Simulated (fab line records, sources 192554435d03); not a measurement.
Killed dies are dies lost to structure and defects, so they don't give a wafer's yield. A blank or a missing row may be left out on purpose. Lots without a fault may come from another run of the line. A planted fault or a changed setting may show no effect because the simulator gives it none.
A struck lot beside a sound one | flow n5_finfet | 14 steps out of a route of 1938
Sound: wafers L317.1, L317.4, L317.6. Struck: wafers L323.1, L323.3, L323.4. The cause comes at the end.
At each step with rows: each side's tool, then ch and its chambers, then its first start. Under that, the readings that differ: sound wafers | struck wafers | difference of the means | sigmas: that difference in standard deviations of wafers without a fault.
alike: readings whose means differ by less than 2 such deviations, and words and numbers that are the same on both sides. not compared: withheld readings, readings that some wafer has no value for, bounds like >300 that may hide the same value, and numbers for which the record gives no deviation and whose values overlap.
The two part at a step that has a row with sigmas, a row that says differs or no value, or rows on one side only. Numbers that don't overlap but have no deviation are shown without sigmas and don't part them. A reading that every wafer of one side lacks parts them only if that side has two wafers or more.

first, 2 steps without rows for these wafers: N5_BEOL_M10_PRECLEAN_42 (cleans in residue remover, time 60 s); N5_BEOL_M10_SRD_43 (time 30 s).
N5_BEOL_M10_CD_MEAS_35: target cd 70 nm.
  sound on cd_sem-01, day 12 02:08; struck on cd_sem-01, day 13 22:20
  alike: cd_nm
N5_BEOL_M10_CURE_72: cures SiCOH lowk, time 120 s.
  sound on uv_cure-02 ch 0, day 12 02:11; struck on uv_cure-03 ch 1, day 13 22:22
  reading          | sound             | struck            | difference | sigmas
  wafer_temp_C_max | 370.4 370.6 370.5 | 371.9 371.9 372.0 | +1.4       | +2
  alike: lamp_power_pct
then, 1 step without rows for these wafers: N5_BEOL_M10_DEGAS_44 (time 60 s).
N5_BEOL_M10_PRE_CLEAN_45: time 30 s.
  sound on pvd_sputter-03, day 12 02:52; struck on pvd_sputter-02, day 13 23:03
  alike: heater_power_w
N5_BEOL_M10_ALD_74: deposits TaN, target thk 2 nm, pulse time 2 s, purge time 3 s.
  sound on ald_metal-03 ch 0,1, day 12 02:56; struck on ald_metal-03 ch 0,2,3, day 13 23:07
  alike: chamber_pressure_Torr, heater_power_outer_w, heater_power_w
then, 2 steps without rows for these wafers: N5_BEOL_M10_SURFACE_TREAT_76; N5_BEOL_M10_CVD_75 (deposits Co from CCTBA/H2, target thk 2 nm, time 138.9 s).
N5_BEOL_M10_SPUTTER_48: material Cu, target thk 12 nm, time 2 s.
  sound on pvd_sputter-02, day 12 05:33; struck on pvd_sputter-02, day 13 23:43
  alike: cathode_dc_power_W, throttle_valve_pct
then, 1 step without rows for these wafers: N5_BEOL_M10_ECD_50 (material Cu, target thk 318 nm).
N5_BEOL_M10_ANNEAL_51: time 90 s.
  sound on rtp_anneal-01 ch 0, day 12 05:49; struck on rtp_anneal-02 ch 0, day 14 00:18
  alike: wafer_temp_C_max
N5_BEOL_M10_CMP_52: polishes, stops on SiCOH lowk, t overpolish 7 s, target thk 140 nm.
  sound on cmp-03 ch 1,2,3, day 12 06:10; struck on cmp-02 ch 0,2,3, day 14 00:35
  reading          | sound             | struck            | difference | sigmas
  platen_rpm (rpm) | 50.00 50.04 50.02 | 48.02 48.03 48.00 | -2.00      | -63
  alike: barrier_field_endpoint_s, motor_current_A, overpolish_run_s, time_to_endpoint_s
-- the record jumps here: 2 days lie between the struck wafers' starts before and after (it left off in module BEOL_M10 and takes up again in module PASSIVATION, whose first step shown is number 1936 of the route) --
N5_PASSIVATION_PROBE_49:
  sound on prober-02, day 14 01:31; struck on prober-02, day 16 03:59
  alike: defect_limited_yield, killed_at_M0_to_M3, killed_at_M4_up, killed_at_contacts, killed_at_front_end, killed_at_other, killed_dies, killed_open, killed_short, sort_bin_5_function, sort_bin_6_memory, sort_n_pass, sort_yield_pct

WHERE THEY PART
First at N5_BEOL_M10_CURE_72; last, within this record, at N5_BEOL_M10_CMP_52. Later steps at which nothing parts them and some readings are alike: N5_PASSIVATION_PROBE_49.

WHY: what the simulator had put in
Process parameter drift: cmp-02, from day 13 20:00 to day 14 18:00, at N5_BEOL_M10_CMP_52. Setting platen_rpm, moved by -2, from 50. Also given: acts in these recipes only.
